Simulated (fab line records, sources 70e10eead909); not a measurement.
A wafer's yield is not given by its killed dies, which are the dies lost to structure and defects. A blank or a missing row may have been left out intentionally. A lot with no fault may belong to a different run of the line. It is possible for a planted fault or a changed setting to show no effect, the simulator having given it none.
A lot that was struck, set against a sound lot || flow nand harc || 13 steps out of a route of 1159
Sound: the wafers L892.1, L892.3, L892.5. The struck wafers were L893.1, L893.3, L893.5. At the end, the cause is stated.
For every step that has rows: the tool of each side, followed by ch and its chambers, followed by its first start. Under that, the readings that differ: sound wafers || struck wafers || difference of the means || sigmas: that difference in standard deviations of wafers without a fault.
alike: a reading whose means differ by less than 2 such deviations, as well as words and numbers matching on both sides. not compared: withheld readings; readings where some wafer has no value; bounds like >300 that might hide an equal value; numbers whose values overlap and for which the record gives no deviation.
A row with sigmas, a row that says differs or no value, or rows on one side alone: a step with any of these is where the two part. Numbers that don't overlap but have no deviation are shown without sigmas and don't part them. A reading that every wafer of one side lacks parts them only if that side has two wafers or more.

NHARC_A_WL_FILL_ALD_02: deposits TiN, target thk 2 nm, pulse time 3 s, ald cycles 100.
  sound on ald metal-02 ch 0,2, day 17 06:52; struck on ald metal-02 ch 1,2, day 18 00:19
  alike: heater power w, precursor pulse height rel
NHARC_A_WL_FILL_CVD_03: deposits W, target thk 40 nm, time 3302 s.
  sound on cvd w-02 ch 0,1, day 17 12:10; struck on cvd w-02 ch 0,1, day 18 04:42
  alike: chamber pressure Torr, heater power w, mfc ar sccm, mfc h2 sccm, throttle valve pct
NHARC_A_WL_FILL_ETCHBACK_04: etches the open film in NF3, target depth 60 nm, time 120 s.
  sound on rie metal-02 ch 0,1, day 17 15:02; struck on rie metal-02 ch 0,1, day 18 07:34
  alike: chamber pressure mTorr, drypump motor current A, oes product au
  not compared: rf hours counter h
then, 1 step without rows for these wafers: NHARC_A_WL_FILL_ETCHBACK_05 (etches the open film in Cl2/BCl3, target depth 22 nm, time 60 s).
NHARC_A_WL_FILL_STRIP_27: strips in N2/H2, time 20 s.
  sound on plasma asher-02 ch 0,1, day 17 15:23; struck on plasma asher-01 ch 1, day 18 07:55
  alike: drypump motor current A, heater power w, temp c
  not compared: rf hours counter h
then, 4 steps without rows for these wafers: NHARC_A_WL_FILL_STRIP_28 (strips in post etch residue remover, time 1200 s); NHARC_A_WL_FILL_PRECLEAN_06 (cleans in DIW, time 300 s); NHARC_A_WL_FILL_SRD_07; NHARC_A_WL_FILL_ANNEAL_08 (time 1800 s).
NHARC_A_WL_FILL_ALD_10: deposits SiO2, target thk 50 nm, pulse time 10 s, ald cycles 500.
  sound on ald hk-01 ch 1,2, day 17 21:06; struck on ald hk-01 ch 2,3, day 18 15:30
  alike: heater power w, precursor pulse height rel
NHARC_A_WL_FILL_ETCHBACK_16: etches the open film in C4F8/O2/Ar, target depth 88 nm, time 17.6 s.
  sound on rie diel-08 ch 0,1,3, day 18 01:14; struck on rie diel-04 ch 0,1,3, day 18 20:12
  no value came back on the struck wafers for bias w (W), chamber pressure mTorr (mTorr), oes product au (a.u.), rf vpp V (V); on the sound wafers bias w (W) reads 799.7 804.1 801.7
  not compared: rf hours counter h
then, 1 step without rows for these wafers: NHARC_A_WL_FILL_STRIP_29 (strips in O2, time 20 s).
-- break in the record here, with 3 days between the starts of the struck wafers on either side (left off in module A_WL_FILL, picked up again in module END, where the first step shown is number 1159 on the route) --
NHARC_END_SORT_01:
  sound on prober-01 ch 0, day 21 17:58; struck on prober-01 ch 0, day 22 07:21
{"reading": "killed at array", "sound": "17 11 13", "struck": "674 674 675", "difference": "+661", "sigmas": "+60"}
{"reading": "killed dies", "sound": "20 15 18", "struck": "677 677 677", "difference": "+659", "sigmas": "+55"}
  alike: killed at other, killed at periphery, killed open, killed short

## WHERE THEY PART
First at NHARC_A_WL_FILL_ETCHBACK_16; last, within this record, at NHARC_END_SORT_01.

WHY: the cause the simulator had injected
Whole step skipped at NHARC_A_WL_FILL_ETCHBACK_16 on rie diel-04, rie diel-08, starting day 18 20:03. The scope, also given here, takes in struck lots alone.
